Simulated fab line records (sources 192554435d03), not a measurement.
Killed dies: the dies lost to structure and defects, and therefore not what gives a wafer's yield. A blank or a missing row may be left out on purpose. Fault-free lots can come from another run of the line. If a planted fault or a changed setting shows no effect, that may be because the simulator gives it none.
A lot that was struck, set against a sound lot    flow n5-finfet    15 out of 1938 route steps
Sound: wafers L837.2, L837.3, L837.4. Struck: wafer L839.4 (L839.1, L839.3, from the same lot, were not struck and are left out); the cause is given at the end.
Order at every step that has rows: each side's tool, ch and its chambers, its first start. Under that, the readings that differ: sound wafers    struck wafers    difference of the means    sigmas: that difference in standard deviations of wafers without a fault.
alike: same words and numbers on both sides, and readings whose means sit less than 2 such deviations apart. not compared: any withheld reading, any reading some wafer has no value for, any bound like >300 that may hide the same value, and any number with overlapping values for which the record gives no deviation.
A row with sigmas, a row that says differs or no value, or rows on one side alone: a step with any of these is where the two part. Non-overlapping numbers with no deviation appear without sigmas and do not part them. A reading that every wafer of one side lacks parts them only if that side has two wafers or more.

first, 6 steps without rows for these wafers: N5_BEOL_M4_COAT_22 (resist thk 30 nm); N5_BEOL_M4_EBR_24; N5_BEOL_M4_SOFTBAKE_23 (time 60 s); N5_BEOL_M4_EXPOSE_25 (exposes mask V3, defocus 5 nm); N5_BEOL_M4_PEB_26 (peb time 60 s); N5_BEOL_M4_DEVELOP_27 (develop time 30 s).
N5_BEOL_M4_CD_MEAS_28: target cd 26.2 nm, target cd y 24.1 nm.
  sound on cd-sem-02 ch 0, day 8 07:31; struck on cd-sem-03 ch 0, day 8 17:11
  alike: cd-nm
N5_BEOL_M4_OVL_MEAS_29:
  sound on overlay-01 ch 0, day 8 07:33; struck on overlay-02 ch 0, day 8 17:13
  alike: V3_OVL
N5_BEOL_M4_INSPECT_30: inspects for defects (brightfield).
  sound: defect-inspect-02 at day 8 07:36; struck: defect-inspect-02 at day 8 17:17
  alike: raw-defect-count
N5_BEOL_M4_DESCUM_33: chemistry O2, time 7 s.
  sound on rie-diel-02 ch 0,1,3, day 8 07:38; struck on rie-diel-02 ch 0, day 8 17:19
  alike: drypump-motor-current-A, oes-product-au, rf-vpp-V, showerhead-plenum-p-Torr, throttle-valve-pct
  not compared: rf-hours-counter-h
N5_BEOL_M4_ETCH_77: etches underlayer in N2/H2, target depth 6.5 nm, time 5.2 s.
  sound on rie-diel-02 ch 0,1,3, day 8 07:40; struck on rie-diel-02 ch 0, day 8 17:21
  alike: drypump-motor-current-A, etch-rf-on-time-s, oes-product-au, rf-vpp-V, showerhead-plenum-p-Torr, throttle-valve-pct
  not compared: rf-hours-counter-h
N5_BEOL_M4_ETCH_69: etches SiARC in CF4, target depth 15.6 nm, time 26 s.
  sound on rie-diel-02 ch 0,1,3, day 8 07:41; struck on rie-diel-02 ch 0, day 8 17:22
  alike: drypump-motor-current-A, etch-rf-on-time-s, oes-product-au, rf-vpp-V, showerhead-plenum-p-Torr, throttle-valve-pct
  not compared: rf-hours-counter-h
N5_BEOL_M4_ALD_98: deposits SiO2, target thk 2.5 nm, pulse time 1 s, co reactant pulse time 1 s.
  sound on ald-sin-01 ch 0,1,2, day 8 08:20; struck on ald-sin-01 ch 1, day 8 17:30
reading                                   sound        struck  difference  sigmas
ald-cycles                                17 17 17     11      -6          
model.SiO2_of_BEOL_M4_ALD_98.thk-nm (nm)  2.6 2.6 2.6  1.6     -1.0        
  alike: heater-power-w, precursor-pulse-height-rel
  not compared: susceptor-temp-C
N5_BEOL_M4_ETCHBACK_99: etches SiO2 in CHF3, target depth 5 nm, time 10.4 s.
  sound on rie-diel-05 ch 0,2,3, day 8 15:23; struck on rie-diel-05 ch 2, day 9 16:02
  alike: drypump-motor-current-A, oes-product-au, rf-vpp-V, showerhead-plenum-p-Torr, throttle-valve-pct
  not compared: rf-hours-counter-h
N5_BEOL_M4_RC_MEAS_101:
  sound on prober-02 ch 0, day 8 20:32; struck on prober-01 ch 0, day 9 21:03
reading         sound              struck  difference  sigmas
IOFF_P (nA/um)  0.219 0.237 0.255  0.174   -0.063      -2
SS_N (mV/dec)   71.6 72.2 72.4     70.7    -1.4        -3
VT_N (mV)       252.0 247.4 245.9  253.7   +5.3        +2
  alike: DIBL_N, DIBL_P, IOFF_N, ION_N, ION_P, SS_P, VT_P

== WHERE THEY PART ==
Within this record, at N5_BEOL_M4_RC_MEAS_101 only.

WHY: whatever the simulator had introduced
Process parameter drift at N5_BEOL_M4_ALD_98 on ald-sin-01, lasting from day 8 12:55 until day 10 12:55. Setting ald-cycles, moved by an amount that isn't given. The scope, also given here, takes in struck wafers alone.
